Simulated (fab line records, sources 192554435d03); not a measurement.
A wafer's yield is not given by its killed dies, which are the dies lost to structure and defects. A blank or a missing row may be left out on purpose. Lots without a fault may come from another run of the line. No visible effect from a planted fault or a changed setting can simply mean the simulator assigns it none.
Split-lot trial | flow n5-finfet | 21 wafers read from 7 lots, route of 1938 steps

## SPLIT DETAILS
At N5_BEOL_M14_PEB_26 (peb time 90 s), the setting peb-temp-c was moved away from the recipe's 130 C on 5 of the 21 wafers read, by -2.4% to +2.4%. This setting was run at the recipe's value on the other wafers.

## FROM THE SPLIT TO THE READING: what the file shows between them, 2 steps
- N5_BEOL_M14_DEVELOP_27: develop time 45 s
- N5_BEOL_M14_HARDBAKE_32: time 120 s

## THE READING
cd-nm, in nm, at N5_BEOL_M14_CD_MEAS_28 (target cd 284.4 nm). Fault-free wafers of this fab line usually give 284.0 nm, standard deviation 1.7 nm.

wafer  | tool, chamber at the split | peb-temp-c as run, C | against the recipe | cd-nm, nm | against lot-mates on the recipe
L078.2 | litho-track-01, 0          | 130                  | recipe             | 285.1     | -
L078.4 | litho-track-01, 0          | 130                  | recipe             | 285.1     | -
L078.5 | litho-track-01, 0          | 127.3                | -2.1%              | 271.7     | -13.4
L077.1 | litho-track-01, 0          | 126.9                | -2.4%              | 266.4     | -16.2
L077.2 | litho-track-01, 0          | 130                  | recipe             | 282.6     | -
L077.4 | litho-track-01, 0          | 126.9                | -2.4%              | 268.7     | -13.9
L080.1 | litho-track-02, 0          | 130                  | recipe             | 284.0     | -
L080.2 | litho-track-02, 0          | 130                  | recipe             | 284.4     | -
L080.5 | litho-track-02, 0          | 130                  | recipe             | 281.0     | -
L096.3 | litho-track-01, 0          | 133.1                | +2.4%              | 295.7     | +10.8
L096.4 | litho-track-01, 0          | 130                  | recipe             | 284.7     | -
L096.6 | litho-track-01, 0          | 130                  | recipe             | 285.0     | -
L090.2 | litho-track-02, 0          | 130                  | recipe             | 283.5     | -
L090.3 | litho-track-02, 0          | 130                  | recipe             | 283.1     | -
L090.5 | litho-track-02, 0          | 130                  | recipe             | 283.9     | -
L097.1 | litho-track-04, 0          | 130                  | recipe             | 288.0     | -
L097.2 | litho-track-04, 0          | 128                  | -1.5%              | 275.7     | -9.9
L097.5 | litho-track-04, 0          | 130                  | recipe             | 283.2     | -
L092.3 | litho-track-04, 0          | 130                  | recipe             | 284.1     | -
L092.4 | litho-track-04, 0          | 130                  | recipe             | 286.0     | -
L092.6 | litho-track-04, 0          | 130                  | recipe             | 281.9     | -

THE FIT
A straight line over all 21 wafers: cd-nm changes by +6.05 nm for each +1% of peb-temp-c; r = +0.96; the points scatter about the line by 1.8 nm.
The same after taking each lot's own level away (the mean of its wafers on the recipe; 21 wafers): +5.84 nm for each +1%; r = +0.97; scatter 1.5 nm.
On that fit, the largest move of peb-temp-c shifts the reading by 14 nm.
Across the lots, their own levels run from 282.60 to 285.60 nm, a range of 1.8 times the standard deviation given above.
The two slopes agree, so the slope changes little with the lot-to-lot level.
Check: with one of the wafers moved furthest among these (-2.4%) left out of the fit, the line predicts -13.6 nm for it against its lot-mates. Against them it came out at -16.2 nm.

## THE WHOLE CHAIN: every reading that the file lists as answering this split, in the file's order
step                       | what it does                                                    | reading                                                         | change (the file's fit)              | r (the file's)
N5_BEOL_M14_CD_MEAS_28     | target cd 284.4 nm                                              | cd-nm                                                           | +5.8 nm for each +1% of the setting  | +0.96
N5_BEOL_M14_DESCUM_33      | chemistry O2, time 7.9 s                                        | BEOL_M14.cd-nm (the simulator's own value, which no gauge read) | +5.83 nm for each +1% of the setting | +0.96
N5_BEOL_M14_ETCH_67        | etches SiARC in CF4, target depth 143 nm, time 238.3 s          | BEOL_M14.cd-nm (the simulator's own value, which no gauge read) | +5.97 nm for each +1% of the setting | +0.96
N5_BEOL_M14_ETCH_68        | etches SOC in N2/H2, time 450 s                                 | BEOL_M14.cd-nm (the simulator's own value, which no gauge read) | +6.49 nm for each +1% of the setting | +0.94
N5_BEOL_M14_TRENCH_ETCH_34 | etches SiO2 in C4F8/O2/Ar, target depth 556.65 nm, time 126.9 s | BEOL_M14.cd-nm (the simulator's own value, which no gauge read) | +6.39 nm for each +1% of the setting | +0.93

## FILE'S OWN FIT
cd-nm changes by +5.8 nm for each +1% of peb-temp-c, r = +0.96.
